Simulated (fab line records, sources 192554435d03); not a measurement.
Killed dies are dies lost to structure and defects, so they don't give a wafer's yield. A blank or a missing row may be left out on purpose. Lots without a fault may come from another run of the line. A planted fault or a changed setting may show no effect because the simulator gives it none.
Which tool did it? | flow n5_finfet | 24 lots, 72 wafers sampled, at 3 steps of a route of 1938

WHAT THE GAUGES READ, wafer by wafer
N5_BEOL_M0_CUTY_INSPECT_59: inspects for defects (macro).
lot  | measured     | on                | raw_defect_count
L074 | day 5 14:50  | defect_inspect-01 | 5 2 2
L075 | day 6 12:40  | defect_inspect-01 | 2 4 3
L076 | day 6 14:48  | defect_inspect-02 | 1 1 4
L077 | day 6 16:48  | defect_inspect-01 | 0 0 2
L078 | day 6 18:05  | defect_inspect-02 | 3 1 1
L079 | day 7 03:10  | defect_inspect-02 | 3 3 2
L080 | day 7 10:23  | defect_inspect-02 | 3 4 3
L081 | day 7 17:16  | defect_inspect-01 | 1 1 1
L082 | day 7 18:09  | defect_inspect-01 | 3 3 2
L083 | day 7 23:29  | defect_inspect-01 | 3 2 2
L084 | day 8 04:26  | defect_inspect-01 | 2 1 1
L085 | day 8 16:08  | defect_inspect-02 | 0 1 1
L086 | day 8 22:29  | defect_inspect-02 | 2 3 2
L087 | day 9 04:41  | defect_inspect-02 | 3 0 1
L088 | day 9 12:23  | defect_inspect-02 | 1 1 2
L089 | day 9 16:05  | defect_inspect-01 | 1 2 3
L090 | day 9 21:05  | defect_inspect-02 | 1 4 0
L091 | day 10 03:47 | defect_inspect-02 | 4 3 3
L092 | day 10 07:05 | defect_inspect-02 | 0 4 1
L093 | day 10 10:54 | defect_inspect-01 | 2 4 3
L094 | day 10 15:20 | defect_inspect-02 | 3 1 2
L095 | day 10 21:02 | defect_inspect-01 | 2 0 3
L096 | day 11 06:05 | defect_inspect-01 | 3 2 5
L097 | day 11 15:47 | defect_inspect-02 | 2 0 1

WHICH TOOL RAN EACH LOT (tool, then ch and the chambers of the sampled wafers, then the start)
lot  | N5_BEOL_M0_SAQP_ETCH_106           | N5_BEOL_M0_SAQP_ETCH_107
L074 | rie_diel-02 ch 0,1,2, day 5 11:04  | rie_diel-02 ch 0,1,2, day 5 11:07
L075 | rie_diel-03 ch 1,2,3, day 6 07:52  | rie_diel-03 ch 1,2,3, day 6 07:55
L076 | rie_diel-02 ch 0,1, day 6 09:48    | rie_diel-02 ch 0,1, day 6 09:52
L077 | rie_diel-03 ch 0,1,3, day 6 13:44  | rie_diel-03 ch 0,1,3, day 6 13:48
L078 | rie_diel-03 ch 0,1,2, day 6 14:35  | rie_diel-03 ch 0,1,2, day 6 14:38
L079 | rie_diel-03 ch 1,2, day 7 00:10    | rie_diel-03 ch 1,2, day 7 00:14
L080 | rie_diel-06 ch 0,3, day 7 07:33    | rie_diel-06 ch 0,3, day 7 07:37
L081 | rie_diel-02 ch 0,1,2, day 7 14:14  | rie_diel-02 ch 0,1,2, day 7 14:18
L082 | rie_diel-03 ch 0,2, day 7 14:59    | rie_diel-03 ch 0,2, day 7 15:02
L083 | rie_diel-03 ch 1,2,3, day 7 20:14  | rie_diel-03 ch 1,2,3, day 7 20:17
L084 | rie_diel-03 ch 0,1,3, day 8 01:15  | rie_diel-03 ch 0,1,3, day 8 01:19
L085 | rie_diel-06 ch 0,1,3, day 8 10:56  | rie_diel-06 ch 0,1,3, day 8 11:00
L086 | rie_diel-03 ch 0,1,2, day 8 17:13  | rie_diel-03 ch 0,1,2, day 8 17:16
L087 | rie_diel-03 ch 0,1, day 9 01:43    | rie_diel-03 ch 0,1, day 9 01:47
L088 | rie_diel-02 ch 1,2, day 9 09:18    | rie_diel-02 ch 1,2, day 9 09:22
L089 | rie_diel-02 ch 1,3, day 9 12:55    | rie_diel-02 ch 1,3, day 9 12:59
L090 | rie_diel-06 ch 1,2,3, day 9 18:07  | rie_diel-06 ch 1,2,3, day 9 18:11
L091 | rie_diel-03 ch 0,2,3, day 10 00:30 | rie_diel-03 ch 0,2,3, day 10 00:34
L092 | rie_diel-03 ch 1,2, day 10 04:02   | rie_diel-03 ch 1,2, day 10 04:06
L093 | rie_diel-03 ch 1,2,3, day 10 07:51 | rie_diel-03 ch 1,2,3, day 10 07:55
L094 | rie_diel-03 ch 1,2,3, day 10 12:10 | rie_diel-03 ch 1,2,3, day 10 12:13
L095 | rie_diel-03 ch 2,3, day 10 17:45   | rie_diel-03 ch 2,3, day 10 17:49
L096 | rie_diel-02 ch 1,3, day 11 02:58   | rie_diel-02 ch 1,3, day 11 03:01
L097 | rie_diel-06 ch 1,2,3, day 11 12:59 | rie_diel-06 ch 1,2,3, day 11 13:02
- N5_BEOL_M0_SAQP_ETCH_106: etches SOC in N2/H2, stops on SiNx, target depth 150 nm.
- N5_BEOL_M0_SAQP_ETCH_107: etches SiNx in CH3F/O2, target depth 30 nm.

WHAT THE TOOLS THEMSELVES READ (means of the sampled wafers that have a number; where no wafer has one, the mark that the record gives instead)
N5_BEOL_M0_SAQP_ETCH_106.
lot  | tool        | drypump_motor_current_A (A) | oes_product_au (a.u.) | rf_vpp_V (V) | showerhead_plenum_p_Torr (Torr) | throttle_valve_pct (%)
L074 | rie_diel-02 | 6.2                         | 0.79                  | 241.1        | 2.60                            | 17.67
L075 | rie_diel-03 | 5.5                         | 0.73                  | 241.1        | 2.54                            | 18.10
L076 | rie_diel-02 | 6.1                         | 0.82                  | 242.5        | 2.68                            | 17.43
L077 | rie_diel-03 | 6.0                         | 0.78                  | 241.2        | 2.56                            | 18.00
L078 | rie_diel-03 | 6.0                         | 0.81                  | 241.4        | 2.54                            | 17.96
L079 | rie_diel-03 | 5.5                         | 0.75                  | 240.4        | 2.53                            | 18.08
L080 | rie_diel-06 | 5.9                         | 0.72                  | 241.5        | 2.56                            | 17.87
L081 | rie_diel-02 | 6.1                         | 0.78                  | 241.3        | 2.59                            | 17.70
L082 | rie_diel-03 | 5.8                         | 0.81                  | 239.1        | 2.47                            | 17.93
L083 | rie_diel-03 | 5.6                         | 0.72                  | 240.6        | 2.54                            | 18.12
L084 | rie_diel-03 | 6.0                         | 0.77                  | 240.9        | 2.55                            | 17.99
L085 | rie_diel-06 | 5.9                         | 0.79                  | 241.3        | 2.59                            | 17.70
L086 | rie_diel-03 | 6.0                         | 0.79                  | 239.9        | 2.53                            | 17.99
L087 | rie_diel-03 | 6.4                         | 0.82                  | 239.5        | 2.54                            | 17.88
L088 | rie_diel-02 | 6.3                         | 0.73                  | 240.3        | 2.57                            | 17.73
L089 | rie_diel-02 | 6.0                         | 0.79                  | 242.8        | 2.67                            | 17.52
L090 | rie_diel-06 | 5.7                         | 0.86                  | 241.6        | 2.62                            | 17.61
L091 | rie_diel-03 | 5.8                         | 0.84                  | 239.5        | 2.48                            | 17.85
L092 | rie_diel-03 | 5.8                         | 0.73                  | 240.4        | 2.58                            | 18.16
L093 | rie_diel-03 | 5.5                         | 0.80                  | 239.9        | 2.53                            | 18.01
L094 | rie_diel-03 | 5.5                         | 0.79                  | 241.0        | 2.53                            | 18.02
L095 | rie_diel-03 | 5.3                         | 0.86                  | 239.5        | 2.48                            | 17.85
L096 | rie_diel-02 | 6.1                         | 0.78                  | 242.5        | 2.67                            | 17.55
L097 | rie_diel-06 | 5.7                         | 0.83                  | 242.0        | 2.61                            | 17.63

N5_BEOL_M0_SAQP_ETCH_107.
lot  | tool        | drypump_motor_current_A (A) | oes_product_au (a.u.) | rf_vpp_V (V) | showerhead_plenum_p_Torr (Torr) | throttle_valve_pct (%)
L074 | rie_diel-02 | 6.2                         | 0.81                  | 300          | 2.04                            | 16.24
L075 | rie_diel-03 | 5.5                         | 0.74                  | 299          | 2.00                            | 16.58
L076 | rie_diel-02 | 6.1                         | 0.83                  | 300          | 2.11                            | 16.02
L077 | rie_diel-03 | 5.9                         | 0.80                  | 300          | 2.01                            | 16.51
L078 | rie_diel-03 | 6.0                         | 0.82                  | 299          | 1.99                            | 16.38
L079 | rie_diel-03 | 5.5                         | 0.76                  | 297          | 1.98                            | 16.45
L080 | rie_diel-06 | 5.9                         | 0.73                  | 293          | 2.02                            | 16.38
L081 | rie_diel-02 | 6.1                         | 0.79                  | 299          | 2.04                            | 16.27
L082 | rie_diel-03 | 5.8                         | 0.81                  | 299          | 1.93                            | 16.34
L083 | rie_diel-03 | 5.5                         | 0.73                  | 299          | 1.99                            | 16.59
L084 | rie_diel-03 | 6.0                         | 0.77                  | 301          | 2.00                            | 16.53
L085 | rie_diel-06 | 6.0                         | 0.81                  | 294          | 2.04                            | 16.23
L086 | rie_diel-03 | 6.0                         | 0.79                  | 299          | 1.99                            | 16.41
L087 | rie_diel-03 | 6.4                         | 0.84                  | 300          | 2.00                            | 16.36
L088 | rie_diel-02 | 6.2                         | 0.73                  | 299          | 2.02                            | 16.32
L089 | rie_diel-02 | 6.0                         | 0.81                  | 301          | 2.10                            | 16.13
L090 | rie_diel-06 | 5.7                         | 0.86                  | 297          | 2.06                            | 16.13
L091 | rie_diel-03 | 5.8                         | 0.86                  | 300          | 1.95                            | 16.34
L092 | rie_diel-03 | 5.7                         | 0.73                  | 298          | 2.02                            | 16.55
L093 | rie_diel-03 | 5.5                         | 0.80                  | 299          | 1.99                            | 16.46
L094 | rie_diel-03 | 5.5                         | 0.80                  | 299          | 1.99                            | 16.47
L095 | rie_diel-03 | 5.3                         | 0.88                  | 300          | 1.95                            | 16.39
L096 | rie_diel-02 | 6.0                         | 0.78                  | 301          | 2.09                            | 16.15
L097 | rie_diel-06 | 5.8                         | 0.84                  | 297          | 2.06                            | 16.16

THE ANSWER, worked out from the rows above alone
Rule: what is usual is taken from the lots themselves. Put in order of their means at a reading, lots are off if they are a third of the lots or fewer, leave a main group of 4 or more, and stand apart from it by a gap of 3 or more times the standard deviation of the main group's means; of several such gaps the widest counts. A main group whose means are all the same, to the digits that the tables above print for the reading, isn't used. A lot without any number at a reading at which 4 lots or more have one is off too. The other lots that the step has rows for count as sound. The gauges are gone through in route order, then the tools' own readings, and for those a lot's mean is taken as printed above. The first step at which some lot is off is used, and at that step the reading that is off furthest; a lot without a number counts as furthest.
No lot is off at any reading shown: from this, nothing can be told.

WHAT THE SIMULATOR HAD PUT IN
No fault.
